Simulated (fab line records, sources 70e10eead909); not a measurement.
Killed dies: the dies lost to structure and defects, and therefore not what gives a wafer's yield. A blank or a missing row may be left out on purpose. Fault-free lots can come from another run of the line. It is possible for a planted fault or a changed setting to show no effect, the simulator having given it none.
fab line records	flow nand_harc
[record] lots = 7	wafers = 21	last_day = 25
route steps=1159 shown A_SLIT@784 END@1159
lots that met no fault: from a run of the same line without faults
start_h: the number of hours between the record's first day and the start of the first shown wafer of the lot	wait_h: time in hours since the lot's previous step	" identical to the entry in the row above	L1.1+2: a row that stands for several wafers	- no value, or no start was given	* or withheld: withheld	< > ~ a bound
route shown NAME@n: a module of which the file shows steps, and the number in the route of the first	usual: the fault-free wafers' mean and standard deviation	same: alike in all rows	chamber/n: place in a boat	sites: each site's reading	_std_site: how widely they spread, as a standard deviation	_edge_site: mean of outer sites minus mean of inner sites	radius_mm: for every site, how far away it sits from the centre of the wafer	mask NAME#n: copy n	behind: the last tool/chamber to shape the wafer	hold: why the lot was held/for how many hours/how that ended	device: transistor that didn't switch, given as n, p or np	end of line: the route-end tests of the same wafers	a step given without rows: its recipe and nothing more	killed: dies that structure and defects cost at the first sort, which is not the same as the wafer's yield	map: shows each die of a wafer: x if killed, . if not, _ if none is there
set.NAME: the setting the step ran with; set.NAME@STEP: the setting that earlier step ran with	model.NAME: the simulator's own value behind a step, which no gauge read
lots at some steps of the route; a table a step, a row a wafer
services: a tool's chamber out of use, with start hour (start_h, from the record's first day; less than 0 if before it), hours out, and reason
[[steps]]
[step NHARC_A_SLIT_COAT_03]
[recipe] spin_rpm = 1500	resist_thk_nm = 90
[step NHARC_A_SLIT_SOFTBAKE_04]
[recipe] temp_c = 105	time_s = 55
[step NHARC_A_SLIT_EBR_05]
[step NHARC_A_SLIT_EXPOSE_06]
[recipe] na = 1.35	dose_mj = 60.82	mask_id = SLIT
[step NHARC_A_SLIT_PEB_07]
[recipe] peb_temp_c = 100	peb_time_s = 65
[step NHARC_A_SLIT_DEVELOP_08]
[recipe] develop_time_s = 35	dev_temp_c = 23
[step NHARC_A_SLIT_CD_MEAS_09]
[recipe] target_cd_nm = 300	landing_energy_ev = 500
[usual] cd_nm = 300.3/0.63
lot.wafer	tool	chamber	start_h	wait_h	cd_nm
L323.2	cd_sem-03	0	332.97	-	300.2
L323.5	"	0	"	"	299.1
L323.6	"	0	"	"	299.7
L332.2	cd_sem-01	0	382.14	-	300.5
L332.3	"	0	"	"	300.4
L332.4	"	0	"	"	300.1
L331.1	cd_sem-01	0	382.62	-	300.6
L331.2	"	0	"	"	300.5
L331.6	"	0	"	"	300.4
L333.1	cd_sem-03	0	387.42	-	301.2
L333.5	"	0	"	"	300.1
L333.6	"	0	"	"	300.1
L342.2	cd_sem-02	0	441.16	-	300.0
L342.4	"	0	"	"	299.6
L342.6	"	0	"	"	299.6
L341.1	cd_sem-03	0	443.14	-	299.4
L341.3	"	0	"	"	300.4
L341.6	"	0	"	"	298.6
L345.1	cd_sem-01	0	443.29	-	300.1
L345.5	"	0	"	"	301.3
L345.6	"	0	"	"	300.7
[step NHARC_A_SLIT_OVL_MEAS_10]
[usual] overlay_x_nm = 0.0/0.79	overlay_y_nm = -0.1/0.91
lot.wafer	tool	chamber	start_h	wait_h	overlay_x_nm	overlay_y_nm
L323.2	overlay-02	-	333.05	-	-0.3	-0.5
L323.5	"	-	"	"	0.2	-0.6
L323.6	"	-	"	"	-0.3	-0.4
L332.2	overlay-02	-	382.23	-	-0.1	0.8
L332.3	"	-	"	"	-0.2	1.0
L332.4	"	-	"	"	-0.3	0.5
L331.1	overlay-02	-	382.71	-	-1.7	0.8
L331.2	"	-	"	"	-1.3	1.0
L331.6	"	-	"	"	-1.3	1.0
L333.1	overlay-01	-	387.51	-	0.9	-1.6
L333.5	"	-	"	"	0.6	-1.1
L333.6	"	-	"	"	1.3	-0.9
L342.2	overlay-01	-	441.24	-	0.1	0.5
L342.4	"	-	"	"	-0.1	0.1
L342.6	"	-	"	"	-0.3	0.4
L341.1	overlay-01	-	443.23	-	0.1	-0.7
L341.3	"	-	"	"	-0.4	-1.2
L341.6	"	-	"	"	0.1	-1.5
L345.1	overlay-01	-	443.38	-	1.5	-0.1
L345.5	"	-	"	"	1.0	-0.4
L345.6	"	-	"	"	1.1	-0.5
[step NHARC_A_SLIT_INSPECT_11]
[usual] raw_defect_count = 25/13
lot.wafer	tool	chamber	start_h	wait_h	raw_defect_count
L323.2	defect_inspect-01	-	333.09	0.0	20
L323.5	"	-	"	"	25
L323.6	"	-	"	"	21
L332.2	defect_inspect-02	-	382.26	0.0	37
L332.3	"	-	"	"	19
L332.4	"	-	"	"	35
L331.1	defect_inspect-02	-	382.74	0.0	16
L331.2	"	-	"	"	22
L331.6	"	-	"	"	12
L333.1	defect_inspect-01	-	387.54	0.0	14
L333.5	"	-	"	"	10
L333.6	"	-	"	"	11
L342.2	defect_inspect-02	-	441.28	0.0	59
L342.4	"	-	"	"	38
L342.6	"	-	"	"	56
L341.1	defect_inspect-02	-	443.26	0.0	30
L341.3	"	-	"	"	34
L341.6	"	-	"	"	41
L345.1	defect_inspect-02	-	443.42	0.0	13
L345.5	"	-	"	"	15
L345.6	"	-	"	"	10
[step NHARC_A_SLIT_DESCUM_14]
[recipe] time_s = 3	o2_flow_sccm = 200	ar_flow_sccm = 0	bias_power_w = 0	chemistry = O2
[usual] drypump_motor_current_A = 5.6/0.53	oes_product_au = 0.998/0.011	rf_vpp_V = 57.8/0.93	showerhead_plenum_p_Torr = 1.93/0.11	throttle_valve_pct = 11.311/0.009
lot.wafer	tool	chamber	start_h	wait_h	drypump_motor_current_A	oes_product_au	rf_hours_counter_h	rf_vpp_V	showerhead_plenum_p_Torr	throttle_valve_pct
L323.2	rie_diel-08	3	333.18	0.1	5.3	0.986	1	58.8	2.04	11.320
L323.5	"	0	"	"	4.8	1.006	-	57.9	2.04	11.323
L323.6	"	1	"	"	5.7	1.001	-	57.8	1.97	11.309
L332.3	rie_diel-10	2	382.32	0.1	4.9	0.987	1	58.0	1.78	11.327
L332.4	"	3	"	"	6.0	0.987	0	58.3	1.89	11.319
L332.2	"	0	"	"	5.3	0.994	1	57.7	1.79	11.331
L331.1	rie_diel-08	3	382.80	0.1	5.3	1.006	5	58.0	2.04	11.312
L331.2	"	2	"	"	6.4	1.006	5	60.5	1.98	11.324
L331.6	"	3	"	"	5.3	1.003	-	56.4	2.04	11.320
L333.1	rie_diel-10	2	387.61	0.1	4.9	0.998	1	57.1	1.78	11.312
L333.5	"	1	"	"	5.4	0.999	-	57.5	1.96	11.299
L333.6	"	2	"	"	4.9	0.992	-	56.7	1.78	11.313
L342.4	rie_diel-10	2	441.34	0.1	4.9	0.991	8	56.7	1.78	11.321
L342.2	"	0	"	"	5.2	1.004	7	57.4	1.78	11.326
L342.6	"	2	"	"	4.9	0.993	-	57.5	1.78	11.307
L341.3	rie_diel-08	0	443.34	0.1	4.8	1.001	9	58.4	2.03	11.313
L341.1	"	1	"	"	5.7	1.010	7	58.5	1.97	11.299
L341.6	"	3	"	"	5.3	1.005	-	58.3	2.04	11.305
L345.1	rie_diel-10	3	443.50	0.1	6.0	0.979	8	58.4	1.89	11.302
L345.6	"	1	"	"	5.4	0.997	-	59.1	1.95	11.300
L345.5	"	2	"	"	4.9	0.981	-	57.3	1.78	11.319
[step NHARC_A_SLIT_ETCH_24]
[recipe] target_depth_a = 1210	time_s = 60.5	cf4_flow_sccm = 100	chf3_flow_sccm = 30	ar_flow_sccm = 0	rf_w = 500	bias_w = 200	chemistry = CF4/CHF3
[usual] bias_w = 200.0/0.53	cf4_flow_sccm = 100.0/0.32	drypump_motor_current_A = 5.6/0.52	oes_product_au = 0.961/0.019	rf_vpp_V = 371.0/2.9	showerhead_plenum_p_Torr = 1.58/0.083	throttle_valve_pct = 16.804/0.0094
lot.wafer	tool	chamber	start_h	wait_h	bias_w	cf4_flow_sccm	drypump_motor_current_A	oes_product_au	rf_hours_counter_h	rf_vpp_V	showerhead_plenum_p_Torr	throttle_valve_pct
L323.2	rie_diel-08	0	333.25	0.1	201.3	100.0	4.8	0.977	1	374.3	1.67	16.819
L323.6	"	1	"	"	200.5	99.9	5.7	0.961	-	371.5	1.62	16.810
L323.5	"	2	"	"	200.1	99.8	6.4	0.983	-	371.5	1.63	16.803
L332.4	rie_diel-10	1	382.41	0.1	199.8	100.4	5.4	0.981	1	370.8	1.61	16.803
L332.3	"	2	"	"	200.4	99.9	4.9	0.944	1	366.6	1.47	16.812
L332.2	"	0	"	"	199.9	99.4	5.3	0.975	1	367.3	1.47	16.820
L331.2	rie_diel-08	2	382.89	0.1	199.9	100.1	6.4	0.975	5	372.8	1.63	16.798
L331.1	"	0	"	"	200.9	100.2	4.8	0.976	4	373.9	1.67	16.802
L331.6	"	2	"	"	200.8	99.7	6.4	0.987	-	373.4	1.63	16.786
L333.1	rie_diel-10	1	387.71	0.1	199.3	99.7	5.4	0.920	1	371.0	1.61	16.802
L333.6	"	2	"	"	199.2	99.8	4.9	0.907	-	368.8	1.47	16.796
L333.5	"	3	"	"	200.4	100.1	6.0	0.917	-	370.2	1.56	16.799
L342.2	rie_diel-10	2	441.42	0.1	200.8	99.5	4.9	0.949	8	366.5	1.47	16.814
L342.4	"	3	"	"	200.0	99.6	6.0	0.942	7	369.4	1.56	16.809
L342.6	"	2	"	"	200.5	99.7	4.9	0.946	-	366.7	1.47	16.790
L341.3	rie_diel-08	1	443.41	0.1	200.8	100.0	5.7	0.979	7	372.6	1.62	16.811
L341.1	"	0	"	"	200.3	100.0	4.8	0.980	9	373.7	1.67	16.781
L341.6	"	1	"	"	200.4	100.1	5.7	0.979	-	371.9	1.62	16.811
L345.1	rie_diel-10	3	443.58	0.1	199.0	99.8	6.0	0.957	8	370.1	1.56	16.811
L345.5	"	0	"	"	199.4	99.9	5.2	0.974	-	366.5	1.47	16.792
L345.6	"	1	"	"	198.9	100.3	5.5	0.952	-	370.6	1.60	16.804
[step NHARC_A_SLIT_ETCH_15]
[recipe] target_depth_a = 32000	over_etch_frac = 0.3	time_s = 832	ion_energy_ev = 150	o2_flow_sccm = 400	cos_flow_sccm = 20	ar_flow_sccm = 0	rf_w = 500	bias_w = 300	chemistry = O2/COS
[usual] bias_w = 299.9/0.77	chamber_pressure_mTorr = 20.003/0.019	drypump_motor_current_A = 5.6/0.54	oes_product_au = 0.998/0.011	rf_vpp_V = 314.5/2.3	showerhead_plenum_p_Torr = 3.15/0.16	throttle_valve_pct = 28.331/0.0083
lot.wafer	tool	chamber	start_h	wait_h	bias_w	chamber_pressure_mTorr	drypump_motor_current_A	oes_product_au	rf_hours_counter_h	rf_vpp_V	showerhead_plenum_p_Torr	throttle_valve_pct
L323.2	rie_diel-08	0	-	-	300.3	19.973	4.8	1.021	1	316.7	3.31	28.333
L323.6	"	2	"	"	299.6	19.978	6.4	1.011	-	317.1	3.23	28.337
L323.5	"	3	"	"	299.2	20.007	5.3	0.997	-	316.6	3.32	28.347
L332.2	rie_diel-10	0	-	-	300.5	19.996	5.3	1.001	1	311.3	2.93	28.320
L332.4	"	1	"	"	299.4	19.991	5.5	1.000	1	315.2	3.19	28.332
L332.3	"	3	"	"	301.4	19.978	6.0	0.991	0	314.4	3.09	28.326
L331.2	rie_diel-08	1	-	-	300.2	20.014	5.7	0.994	4	316.2	3.21	28.341
L331.1	"	0	"	"	298.8	20.027	4.8	1.002	4	316.9	3.31	28.332
L331.6	"	1	"	"	298.6	20.017	5.7	0.999	-	315.7	3.21	28.342
L333.1	rie_diel-10	0	-	-	300.7	20.038	5.3	0.991	2	311.8	2.92	28.326
L333.6	"	2	"	"	299.2	20.030	4.9	0.994	-	310.2	2.91	28.324
L333.5	"	3	"	"	299.4	19.998	6.0	0.996	-	314.4	3.09	28.330
L342.4	rie_diel-10	2	-	-	299.7	19.990	4.9	0.985	8	311.0	2.91	28.339
L342.2	"	0	"	"	299.2	20.012	5.3	0.999	7	311.2	2.92	28.333
L342.6	"	3	"	"	299.6	20.050	6.0	0.986	-	313.9	3.09	28.326
L341.1	rie_diel-08	1	-	-	300.4	20.006	5.6	1.011	7	317.1	3.20	28.343
L341.3	"	0	"	"	300.1	20.010	4.8	1.004	9	316.6	3.31	28.331
L341.6	"	1	"	"	300.9	20.015	5.7	0.993	-	315.9	3.20	28.325
L345.1	rie_diel-10	3	-	-	300.2	19.982	6.1	0.992	8	314.1	3.09	28.335
L345.6	"	2	"	"	300.9	19.995	4.9	1.000	-	312.5	2.91	28.329
L345.5	"	3	"	"	299.5	20.004	6.1	0.986	-	313.7	3.09	28.329
[step NHARC_A_SLIT_ETCH_17]
[recipe] bias_v = 900	source_w = withheld	pressure_mtorr = 20	ar_flow_sccm = 375	c4f8_flow_sccm = 83.3	o2_flow_sccm = 41.7	time_s = 1687.5	target_depth_a = 1.01e+05	chemistry = C4F8/O2/Ar
[usual] c4f8_flow_sccm = 83.26/0.26	chamber_pressure_mTorr = 20.001/0.018	drypump_motor_current_A = 5.62/0.26	he_backside_leak_sccm = 6.2/0.81	showerhead_plenum_p_Torr = 3.77/0.099	throttle_valve_pct = 32.046/0.0094
lot.wafer	tool	chamber	start_h	wait_h	c4f8_flow_sccm	chamber_pressure_mTorr	drypump_motor_current_A	he_backside_leak_sccm	rf_hours_counter_h	showerhead_plenum_p_Torr	throttle_valve_pct
L323.2	har_etch-02	0	334.17	-	83.34	19.985	5.61	6.9	172	3.84	32.043
L323.6	"	1	"	"	83.37	19.988	5.89	6.3	-	3.84	32.045
L323.5	"	0	"	"	83.24	20.034	5.60	6.6	-	3.84	32.062
L332.2	har_etch-02	1	383.33	-	-	-	-	-	-	-	-
L332.4	"	0	"	"	-	-	-	-	-	-	-
L332.3	"	1	"	"	-	-	-	-	-	-	-
L331.1	har_etch-01	0	383.57	-	-	-	-	-	-	-	-
L331.2	"	1	"	"	-	-	-	-	-	-	-
L331.6	"	1	"	"	-	-	-	-	-	-	-
L333.1	har_etch-02	1	388.62	-	-	-	-	-	-	-	-
L333.5	"	0	"	"	-	-	-	-	-	-	-
L333.6	"	1	"	"	-	-	-	-	-	-	-
L342.2	har_etch-02	1	444.93	-	82.87	20.009	5.90	6.5	216	3.82	32.051
L342.4	"	1	"	"	82.90	20.003	5.89	6.7	-	3.82	32.046
L342.6	"	1	"	"	82.95	20.024	5.90	6.5	-	3.82	32.060
L341.1	har_etch-01	0	449.27	-	83.00	20.004	5.11	5.7	54	3.54	32.046
L341.3	"	1	"	"	83.38	20.014	5.60	5.0	-	3.76	32.062
L341.6	"	0	"	"	83.55	20.016	5.09	5.9	-	3.54	32.057
L345.1	har_etch-02	0	450.19	-	83.30	19.994	5.63	6.9	220	3.81	32.038
L345.6	"	1	"	"	83.30	20.010	5.93	6.6	-	3.82	32.050
L345.5	"	0	"	"	83.47	19.993	5.60	6.5	-	3.81	32.048
[step NHARC_A_SLIT_ETCH_26]
[recipe] bias_v = 400	source_w = 2000	pressure_mtorr = 25	time_s = 90	ar_flow_sccm = 375	c4f8_flow_sccm = 41.7	o2_flow_sccm = 83.3	target_depth_a = 4000	chemistry = C4F8/O2/Ar
[usual] bias_v = 400/4.1	c4f8_flow_sccm = 41.71/0.12	drypump_motor_current_A = 5.62/0.27	he_backside_leak_sccm = 6.2/0.78	showerhead_plenum_p_Torr = 3.81/0.1	throttle_valve_pct = 27.619/0.0086
lot.wafer	tool	chamber	start_h	wait_h	bias_v	c4f8_flow_sccm	drypump_motor_current_A	he_backside_leak_sccm	rf_hours_counter_h	showerhead_plenum_p_Torr	throttle_valve_pct
L323.2	har_etch-02	0	335.45	1.0	398	41.65	5.64	6.8	173	3.88	27.617
L323.6	"	1	"	"	401	41.69	5.90	6.3	-	3.88	27.613
L323.5	"	0	"	"	396	41.69	5.63	6.7	-	3.88	27.626
L332.2	har_etch-02	1	384.59	1.0	399	41.64	5.86	6.3	196	3.87	27.611
L332.4	"	0	"	"	393	41.73	5.62	6.4	-	3.87	27.618
L332.3	"	1	"	"	403	41.91	5.90	6.6	-	3.87	27.625
L331.1	har_etch-01	0	385.06	1.2	398	41.51	5.08	5.8	29	3.59	27.624
L331.2	"	1	"	"	398	41.70	5.59	4.8	29	3.81	27.612
L331.6	"	1	"	"	399	41.96	5.56	4.8	-	3.81	27.636
L333.1	har_etch-02	1	389.90	1.0	404	41.72	5.88	6.5	198	3.86	27.609
L333.5	"	0	"	"	404	41.89	5.65	6.8	-	3.87	27.625
L333.6	"	1	"	"	403	41.93	5.86	6.4	-	3.86	27.613
L342.2	har_etch-02	1	446.40	1.2	402	41.78	5.88	6.6	217	3.85	27.612
L342.4	"	1	"	"	403	41.72	5.91	6.6	-	3.85	27.616
L342.6	"	1	"	"	405	41.77	5.89	6.5	-	3.85	27.624
L341.1	har_etch-01	0	450.55	1.0	401	41.64	5.10	9.7	55	3.57	27.618
L341.3	"	1	"	"	401	41.83	5.61	5.1	-	3.80	27.615
L341.6	"	0	"	"	399	41.78	5.10	6.6	-	3.57	27.619
L345.1	har_etch-02	0	451.48	1.0	399	41.93	5.64	7.1	222	3.85	27.628
L345.6	"	1	"	"	401	41.67	5.92	6.5	-	3.85	27.612
L345.5	"	0	"	"	400	41.77	5.60	6.9	-	3.85	27.619
[step NHARC_END_SORT_01]
[recipe] temp_c = 25
[usual] killed_at_array = 28/11	killed_at_other = 0.7/0.88	killed_at_periphery = 3.1/2.2	killed_dies = 31/12	killed_open = 3.3/2	killed_short = 2.0/1.6
[same] gross_dies = 677
lot.wafer	tool	chamber	start_h	wait_h	hold	killed_at_array	killed_at_other	killed_at_periphery	killed_dies	killed_open	killed_short
L331.1	prober-02	0	498.65	2.5	await_dispo/2.1h/scrap	673	0	4	677	5	4
L331.2	prober-02	0	499.45	2.8	await_dispo/2.1h/scrap	674	2	1	677	2	4
L331.6	prober-02	0	502.65	4.0	await_dispo/2.1h/scrap	674	1	2	677	5	2
L333.1	prober-01	0	501.93	2.5	await_dispo/3.1h/scrap	677	0	0	677	0	0
L333.5	prober-01	0	505.12	3.7	await_dispo/3.1h/scrap	674	0	3	677	2	2
L333.6	prober-01	0	505.92	4.0	await_dispo/3.1h/scrap	674	0	3	677	4	2
L332.2	prober-02	0	507.26	2.8	await_dispo/9.0h/scrap	674	0	3	677	5	2
L332.3	prober-02	0	508.07	3.1	await_dispo/9.0h/scrap	674	1	2	677	2	4
L332.4	prober-02	0	508.89	3.4	await_dispo/9.0h/scrap	676	0	1	677	4	1
L342.2	prober-02	0	578.62	2.8	-	49	1	11	61	4	2
L342.4	prober-02	0	580.22	3.4	-	45	1	4	50	6	2
L342.6	prober-02	0	581.82	4.0	-	42	0	1	43	1	2
L341.1	prober-01	0	585.71	2.5	-	25	0	7	32	3	1
L341.3	prober-01	0	587.33	3.1	-	23	0	2	25	3	0
L341.6	prober-01	0	589.77	4.1	-	24	0	2	26	3	1
L345.1	prober-02	0	593.36	2.5	-	35	4	7	46	5	0
L345.5	prober-02	0	596.56	3.7	-	35	2	7	44	2	5
L345.6	prober-02	0	597.36	4.0	-	34	1	3	38	4	2
// killed by level:class
L331.1 A_SLIT:area_etch=657 A_STAIRCASE:chamber_film_flake=4 P_CONTACT:geometric_particle:open=2 P_M1:geometric_particle:open=2 A_CHANNEL_FILL_D1:geometric_particle:short=2 A_CHANNEL_HOLE_D1:chamber_film_flake=2 A_CONTACT:chamber_film_flake=2 A_ONON_D1:geometric_particle:short=1
L331.2 A_SLIT:area_etch=659 A_CHANNEL_HOLE_D1:chamber_film_flake=4 A_STAIRCASE:chamber_film_flake=4 A_ZERO_WELL:chamber_film_flake=2 P_CONTACT:geometric_particle:short=1 A_ONON_D1:geometric_particle:short=1 A_ONON_D1:geometric_particle:open=1 A_WL_FILL:geometric_particle:short=1
L333.1 A_SLIT:area_etch=648 A_SLIT:chamber_film_flake=13 A_STAIRCASE:chamber_film_flake=8 A_CHANNEL_HOLE_D1:chamber_film_flake=5 A_CONTACT:chamber_film_flake=2 A_CHANNEL_FILL_D1:chamber_film_flake=1
L331.6 A_SLIT:area_etch=663 A_CONTACT:geometric_particle:open=2 A_CHANNEL_HOLE_D1:chamber_film_flake=2 P_M0:geometric_particle:open=1 A_ONON_D1:geometric_particle:open=1 A_ONON_D1:geometric_particle:short=1 A_WL_FILL:geometric_particle:short=1 P_STI:chamber_film_flake=1
L333.5 A_SLIT:area_etch=646 A_SLIT:chamber_film_flake=15 A_STAIRCASE:chamber_film_flake=3 A_CONTACT:chamber_film_flake=3 A_CHANNEL_HOLE_D1:chamber_film_flake=2 A_WL_FILL:chamber_film_flake=2 P_CONTACT:geometric_particle:open=1 A_CHANNEL_FILL_D1:geometric_particle:short=1
L333.6 A_SLIT:area_etch=650 A_SLIT:chamber_film_flake=8 A_CHANNEL_HOLE_D1:chamber_film_flake=4 A_STAIRCASE:chamber_film_flake=4 A_CONTACT:chamber_film_flake=3 P_CONTACT:geometric_particle:open=2 P_GATE:geometric_particle:short=1 A_ONON_D1:geometric_particle:open=1
L332.2 A_SLIT:area_etch=627 A_CHANNEL_HOLE_D1:chamber_film_flake=15 A_SLIT:chamber_film_flake=14 A_CONTACT:chamber_film_flake=5 A_WL_FILL:chamber_film_flake=4 P_CONTACT:geometric_particle:open=2 A_ONON_D1:geometric_particle:open=2 A_STAIRCASE:chamber_film_flake=2
L332.3 A_SLIT:area_etch=642 A_SLIT:chamber_film_flake=12 A_CHANNEL_HOLE_D1:chamber_film_flake=11 A_CHANNEL_FILL_D1:geometric_particle:short=2 A_STAIRCASE:chamber_film_flake=2 P_M0:geometric_particle:open=1 A_ONON_D1:geometric_particle:open=1 A_WL_FILL:geometric_particle:short=1
L332.4 A_SLIT:area_etch=636 A_CHANNEL_HOLE_D1:chamber_film_flake=15 A_SLIT:chamber_film_flake=11 A_M1:chamber_film_flake=3 A_CONTACT:geometric_particle:open=2 A_CHANNEL_FILL_D1:chamber_film_flake=2 A_STAIRCASE:chamber_film_flake=2 A_WL_FILL:chamber_film_flake=2
L342.2 A_SLIT:chamber_film_flake=17 A_CHANNEL_HOLE_D1:chamber_film_flake=15 A_STAIRCASE:chamber_film_flake=7 A_CONTACT:chamber_film_flake=5 P_ZERO_WELL:chamber_film_flake=4 P_CONTACT:geometric_particle:open=2 P_GATE:chamber_film_flake=2 A_ZERO_WELL:chamber_film_flake=2
L342.4 A_SLIT:chamber_film_flake=15 A_CHANNEL_HOLE_D1:chamber_film_flake=14 A_CONTACT:chamber_film_flake=6 A_M0:geometric_particle:open=2 A_STAIRCASE:chamber_film_flake=2 P_GATE:geometric_particle:short=1 P_CONTACT:geometric_particle:open=1 A_ONON_D1:geometric_particle:open=1
L342.6 A_SLIT:chamber_film_flake=15 A_CHANNEL_HOLE_D1:chamber_film_flake=12 A_CONTACT:chamber_film_flake=6 A_STAIRCASE:chamber_film_flake=5 A_ONON_D1:geometric_particle:open=1 A_CHANNEL_FILL_D1:geometric_particle:short=1 A_WL_FILL:geometric_particle:short=1 P_ZERO_WELL:chamber_film_flake=1
L341.1 A_CHANNEL_HOLE_D1:chamber_film_flake=14 P_CONTACT:chamber_film_flake=6 A_CONTACT:chamber_film_flake=4 A_STAIRCASE:chamber_film_flake=2 P_CONTACT:geometric_particle:open=1 A_WL_FILL:geometric_particle:open=1 A_CONTACT:geometric_particle:open=1 A_M0:geometric_particle:short=1
L341.3 A_CHANNEL_HOLE_D1:chamber_film_flake=13 A_CONTACT:geometric_particle:open=3 A_SLIT:chamber_film_flake=2 A_CONTACT:chamber_film_flake=2 P_STI:chamber_film_flake=1 P_CONTACT:chamber_film_flake=1 A_CHANNEL_FILL_D1:chamber_film_flake=1 A_STAIRCASE:chamber_film_flake=1
L341.6 A_CHANNEL_HOLE_D1:chamber_film_flake=13 A_CONTACT:chamber_film_flake=4 A_STAIRCASE:chamber_film_flake=3 P_GATE:geometric_particle:open=1 A_WL_FILL:geometric_particle:short=1 A_CONTACT:geometric_particle:open=1 A_BLC:geometric_particle:open=1 P_STI:chamber_film_flake=1
L345.1 A_SLIT:chamber_film_flake=16 A_CONTACT:chamber_film_flake=7 A_M0:chamber_film_flake=5 THIN_TSV:chamber_film_flake=4 P_STI:chamber_film_flake=3 A_CHANNEL_HOLE_D1:chamber_film_flake=3 P_GATE:chamber_film_flake=2 P_CONTACT:geometric_particle:open=1
L345.5 A_SLIT:chamber_film_flake=10 A_CONTACT:chamber_film_flake=7 A_CHANNEL_HOLE_D1:chamber_film_flake=5 P_STI:chamber_film_flake=3 A_WL_FILL:chamber_film_flake=3 P_BONDPAD:chamber_film_flake=2 A_STAIRCASE:chamber_film_flake=2 A_SGD_CUT:chamber_film_flake=2
L345.6 A_SLIT:chamber_film_flake=13 A_CONTACT:chamber_film_flake=4 A_CHANNEL_HOLE_D1:chamber_film_flake=3 A_STAIRCASE:chamber_film_flake=3 A_M0:chamber_film_flake=3 A_CONTACT:geometric_particle:open=2 P_BONDPAD:chamber_film_flake=2 P_M0:geometric_particle:open=1
// map L331.1 (x killed, . not)
____________x____________
_________xxxxxxx_________
_______xxxxxxxxxxx_______
______xxxxxxxxxxxxx______
_____xxxxxxxxxxxxxxx_____
____xxxxxxxxxxxxxxxxx____
____xxxxxxxxxxxxxxxxx____
___xxxxxxxxxxxxxxxxxxx___
___xxxxxxxxxxxxxxxxxxx___
__xxxxxxxxxxxxxxxxxxxxx__
__xxxxxxxxxxxxxxxxxxxxx__
_xxxxxxxxxxxxxxxxxxxxxxx_
_xxxxxxxxxxxxxxxxxxxxxxx_
_xxxxxxxxxxxxxxxxxxxxxxx_
_xxxxxxxxxxxxxxxxxxxxxxx_
_xxxxxxxxxxxxxxxxxxxxxxx_
xxxxxxxxxxxxxxxxxxxxxxxxx
xxxxxxxxxxxxxxxxxxxxxxxxx
xxxxxxxxxxxxxxxxxxxxxxxxx
xxxxxxxxxxxxxxxxxxxxxxxxx
xxxxxxxxxxxxxxxxxxxxxxxxx
_xxxxxxxxxxxxxxxxxxxxxxx_
_xxxxxxxxxxxxxxxxxxxxxxx_
_xxxxxxxxxxxxxxxxxxxxxxx_
_xxxxxxxxxxxxxxxxxxxxxxx_
_xxxxxxxxxxxxxxxxxxxxxxx_
__xxxxxxxxxxxxxxxxxxxxx__
__xxxxxxxxxxxxxxxxxxxxx__
___xxxxxxxxxxxxxxxxxxx___
___xxxxxxxxxxxxxxxxxxx___
____xxxxxxxxxxxxxxxxx____
____xxxxxxxxxxxxxxxxx____
_____xxxxxxxxxxxxxxx_____
______xxxxxxxxxxxxx______
_______xxxxxxxxxxx_______
_________xxxxxxx_________
____________x____________
// map L332.2 (x killed, . not)
____________x____________
_________xxxxxxx_________
_______xxxxxxxxxxx_______
______xxxxxxxxxxxxx______
_____xxxxxxxxxxxxxxx_____
____xxxxxxxxxxxxxxxxx____
____xxxxxxxxxxxxxxxxx____
___xxxxxxxxxxxxxxxxxxx___
___xxxxxxxxxxxxxxxxxxx___
__xxxxxxxxxxxxxxxxxxxxx__
__xxxxxxxxxxxxxxxxxxxxx__
_xxxxxxxxxxxxxxxxxxxxxxx_
_xxxxxxxxxxxxxxxxxxxxxxx_
_xxxxxxxxxxxxxxxxxxxxxxx_
_xxxxxxxxxxxxxxxxxxxxxxx_
_xxxxxxxxxxxxxxxxxxxxxxx_
xxxxxxxxxxxxxxxxxxxxxxxxx
xxxxxxxxxxxxxxxxxxxxxxxxx
xxxxxxxxxxxxxxxxxxxxxxxxx
xxxxxxxxxxxxxxxxxxxxxxxxx
xxxxxxxxxxxxxxxxxxxxxxxxx
_xxxxxxxxxxxxxxxxxxxxxxx_
_xxxxxxxxxxxxxxxxxxxxxxx_
_xxxxxxxxxxxxxxxxxxxxxxx_
_xxxxxxxxxxxxxxxxxxxxxxx_
_xxxxxxxxxxxxxxxxxxxxxxx_
__xxxxxxxxxxxxxxxxxxxxx__
__xxxxxxxxxxxxxxxxxxxxx__
___xxxxxxxxxxxxxxxxxxx___
___xxxxxxxxxxxxxxxxxxx___
____xxxxxxxxxxxxxxxxx____
____xxxxxxxxxxxxxxxxx____
_____xxxxxxxxxxxxxxx_____
______xxxxxxxxxxxxx______
_______xxxxxxxxxxx_______
_________xxxxxxx_________
____________x____________
[[services]]
tool	chamber	start_h	hours	kind
rie_diel-10	0	332.50	-	clean
rie_diel-10	1	332.50	-	clean
rie_diel-10	2	332.50	-	clean
rie_diel-10	3	332.50	-	clean
rie_diel-10	-	353.50	9.0	pm
rie_diel-10	0	353.50	9.0	vent_cycle
rie_diel-10	1	353.50	9.0	vent_cycle
rie_diel-10	2	353.50	9.0	vent_cycle
rie_diel-10	3	353.50	9.0	vent_cycle
rie_diel-10	0	362.50	-	clean
rie_diel-10	1	362.50	-	clean
rie_diel-10	2	362.50	-	clean
rie_diel-10	3	362.50	-	clean
rie_diel-10	3	369.45	2.4	repair
rie_diel-10	0	387.00	-	clean
rie_diel-10	1	387.00	-	clean
rie_diel-10	2	387.00	-	clean
rie_diel-10	3	387.00	-	clean
rie_diel-08	1	390.13	22.3	repair
rie_diel-10	0	411.50	-	clean
rie_diel-10	1	411.50	-	clean
rie_diel-10	2	411.50	-	clean
rie_diel-10	3	411.50	-	clean
rie_diel-08	-	446.94	0.2	repair
[[key]]
[first_sign] step = NHARC_A_SLIT_ETCH_17	reading = tool_record	direction = missing
[effect] step = NHARC_END_SORT_01	reading = killed_at_array	direction = up	sigmas = 57	usual = 28	struck = 674
[more_kills_born_at] NHARC_A_SLIT_ETCH_17@har_etch-02 = 3849	NHARC_A_SLIT_ETCH_17@har_etch-01 = 1979
met_at NHARC_A_SLIT_ETCH_17
struck_wafers L331.1,L331.2,L331.6,L332.2,L332.3,L332.4,L333.1,L333.5,L333.6
later_rows_left_out L331.1,L331.2,L331.6,L332.2,L332.3,L332.4,L333.1,L333.5,L333.6
tester_left_out L331,L332,L333
onset_between 334.17 383.33
[fault] kind = skipped_step_whole	tool = har_etch-01,har_etch-02	chamber = -	onset_h = 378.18	steps = NHARC_A_SLIT_ETCH_17	scope = struck_lots_only
// tester_left_out: of these lots the tester's yield and bins aren't shown, on N5 and GAA mostly nor the transistor test; their killed dies are dies lost to structure and defects alone, not to doping, threshold or leakage, so they don't give the yield
// later_rows_left_out: the simulator's readings of these wafers behind a module that went badly wrong aren't trusted and aren't shown, but for the sort
